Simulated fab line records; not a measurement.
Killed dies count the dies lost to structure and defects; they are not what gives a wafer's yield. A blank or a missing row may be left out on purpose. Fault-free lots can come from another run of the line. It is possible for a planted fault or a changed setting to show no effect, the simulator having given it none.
A single fault, viewed from 2 desks ; flow nandHarc ; every desk sees just its own numbers, and what lay behind them comes last

== FROM THE METROLOGY DESK ==
Lot by lot, what the gauges showed, no matter which tool ran the lot: averages of those sampled wafers that carry a number. Any lot whose mean is over 4 standard deviations away from the usual mean is out of limits and marked OUT; that distance is given in the brackets.
Columns: A = cdNm at NHARC_P_ZERO_WELL_CD_MEAS_24, usual 720.0 nm; B = cdNm at NHARC_P_ZERO_WELL_CD_MEAS_37, usual 718.8 nm; C = overlayXNm at NHARC_P_STI_OVL_MEAS_10, usual -1 nm; D = overlayYNm at NHARC_P_STI_OVL_MEAS_10, usual 0 nm
lot;first seen here;A;B;C;D
L465;day 1 22:31;720.2;722.3;6;10
L466;day 2 08:37;720.9;718.2;-5;6
L471;day 4 11:55;721.3;718.5;-8;7
L473;day 5 06:35;717.4;718.0;8;-2
L479;day 7 21:46;720.4;718.4;5;7
L480;day 8 04:29;722.8;719.6;-3;-6
L481;day 8 14:38;720.2;718.4;-7;-12
L482;day 9 00:44;720.3;716.0;4;-9
L483;day 9 10:28;720.9;717.8;3;-0
L484;day 9 20:27;719.1;717.6;-5;-14
L485;day 10 06:37;718.7;716.5;-10;-3
L486;day 10 17:13;721.2;719.1;-0;3
L487;day 11 02:37;720.1;719.8;-1;-6
L488;day 11 12:35;718.9;718.9;-2;2
Result from this desk: across the 14 lots, nothing is out of limits.

== THE TOOL OWNER'S DESK: wetBench-05 ==
The tool's own readings at NHARC_P_ZERO_WELL_STRIP_28 (strips in SPM, time 840 s): means of the sampled wafers that have a number, for each lot that ran on this tool. Any lot whose mean is over 4 standard deviations away from the usual mean is out of limits and marked OUT; that distance is given in the brackets.
Columns: A = bathGuardTempC at NHARC_P_ZERO_WELL_STRIP_28, usual 130.1 C; B = tempC at NHARC_P_ZERO_WELL_STRIP_28, usual 130.02 C
lot;first seen here;A;B
L471;day 4 12:48;123.7 (-11) OUT;123.09 (-50) OUT
L473;day 5 07:28;123.7 (-11) OUT;123.06 (-50) OUT
L482;day 9 01:37;130.4;130.00
L486;day 10 18:08;130.5;129.87
L487;day 11 03:31;130.5;130.01
This desk's verdict: out of limits on L471, L473, starting with L471 at day 4 12:48 (bathGuardTempC at NHARC_P_ZERO_WELL_STRIP_28). Within limits: L482, L486, L487.

== BROUGHT TOGETHER ==
At day 4 12:48, on L471, L473, the tool owner's desk was in a position to raise an alarm.
Nothing out of limits was seen by the metrology desk.
The metrology desk has L471, L473 on record, within its limits.
NHARC_P_ZERO_WELL_STRIP_28 was run on wetBench-05 by each of the lots named.

== WHAT THE SIMULATOR HAD PUT IN ==
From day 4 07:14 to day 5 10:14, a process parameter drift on wetBench-05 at NHARC_P_ZERO_WELL_STRIP_28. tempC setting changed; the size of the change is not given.
Shown lots that were struck: L471, L473.
Each desk's first reading out of limits, in hours after the fault started: the tool owner's desk, 6.
